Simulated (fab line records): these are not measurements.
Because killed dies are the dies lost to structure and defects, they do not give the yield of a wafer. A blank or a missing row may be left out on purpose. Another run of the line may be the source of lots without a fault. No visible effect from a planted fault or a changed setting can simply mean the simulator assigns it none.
Problem report, 8D (eight disciplines) form, completed by code | flow nandHarc | the parts of the form that need people (team, actions taken, sign-off) are left out

## 1. PROBLEM STATEMENT
Wafers with no fault read 55 with a standard deviation of 17, whereas killedAtArray at NHARC_END_SORT_01 reads a mean of 259 on 1 wafer of 1 lot. Relative to the usual mean, that is a shift of +12 standard deviations.
First seen on wafer L568.4, day 33 06:40, on prober-01. The record holds 33 wafers of 11 lots with a number at this step. By rule, "out" or "out of limits" means more than 4 standard deviations away from the usual mean. Any other wafer with a number is counted as sound.

## 2. WHAT IT IS, WHAT IT ISN'T
question                    | is                                            | is not
which readings at this step | killedAtArray, defectLimitedYield, killedDies | killedAtOther, killedAtPeriphery, killedOpen, killedShort
which lots                  | L568                                          | L550, L551, L552, L553, L554, L555, L556, L557, L558, L564
which wafers of those lots  | L568.4                                        | L568.2, L568.6
read on which gauges        | prober-01                                     | prober-02
when                        | from day 33 06:40                             | up to then (31 sound wafers); but 1 sound wafer of L568 came after

## 3. SUSPECTS, AND WHAT RULES EACH OUT
Counting: a tool at a process step up to the reading stays a suspect if it ran every lot that is out. Sound lots after the first of them don't rule it out here, since some wafers of a struck lot are sound.
- the gauge at NHARC_END_SORT_01: kept. All the wafers that are out were read on prober-01, and no step on other tools shows them out.
- cmp-01 at NHARC_A_M1_CMP_23 (polishes, t overpolish 20 s, target thk 154.34 nm): kept. It ran the lot that is out, L568 (day 31 07:41); its last sound lot up to then is L564 (day 29 09:13).
- rieDiel-07 at NHARC_A_BONDPAD_ETCH_12 (etches the open film in CHF3/O2, target depth 220 nm, time 110 s): kept. It ran the lot that is out, L568 (day 31 22:32); its last sound lot up to then is L556 (day 27 17:27). NHARC_A_BONDPAD_ETCH_12 gives no start for some lots, so the hours and the order of its lots are those of NHARC_HYBRID_BOND_OVL_MEAS_05.
- grinder-01 at NHARC_THIN_TSV_GRIND_00: kept. It ran the lot that is out, L568 (day 32 04:14); its last sound lot up to then is L564 (day 30 00:10).
- cmp-03 at NHARC_THIN_TSV_CMP_01 (polishes): kept. It ran the lot that is out, L568 (day 32 05:16); its last sound lot up to then is L557 (day 26 09:23).
- At NHARC_A_M1_CMP_23, inside cmp-01: chamber 2 took the wafers that are out, while their sound lot-mates went through chambers 0, 3.
Left after counting: cmp-01 at NHARC_A_M1_CMP_23, rieDiel-07 at NHARC_A_BONDPAD_ETCH_12, grinder-01 at NHARC_THIN_TSV_GRIND_00, cmp-03 at NHARC_THIN_TSV_CMP_01, prober-01 at NHARC_END_SORT_01.

## 4. THE CAUSE (what the simulator had put in)
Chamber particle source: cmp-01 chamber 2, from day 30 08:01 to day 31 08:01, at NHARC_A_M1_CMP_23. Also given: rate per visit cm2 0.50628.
Counting leaves 5 suspects; this tool is one of them.

## 5. THE EFFECT CHAIN, in route order
Rows list readings where the struck wafers' mean (over those with a number) sits beyond 3 standard deviations from the usual. Only readings for which the record gives a usual standard deviation are gone through. hours: the time from each lot's start at the first step in this table that gives one to its start at this step, as a median over the lots. sigmas: the change in usual standard deviations.
hours | step              | reading            | usual  | on struck wafers | change | sigmas
0     | NHARC_END_SORT_01 | defectLimitedYield | 91.2 % | 61.4             | -29.8  | -11
0     | NHARC_END_SORT_01 | killedAtArray      | 55     | 259              | +204   | +12
0     | NHARC_END_SORT_01 | killedDies         | 60     | 261              | +201   | +11

## 6. HOW IT WOULD HAVE BEEN CAUGHT EARLIER
Counted from the fault's start at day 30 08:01, it took 71 hours until the first out-of-limits reading at a measuring or inspecting step in this record, taken at day 33 06:40.
No tool reading at NHARC_A_M1_CMP_23 that has a usual standard deviation in the record was out on any struck wafer, so an alarm limit of 4 standard deviations on those readings would not have fired.
Lots out: 1; all had begun NHARC_A_M1_CMP_23 on cmp-01 by day 33 06:40. Had the tool been put on hold then, not one of them would have been saved.
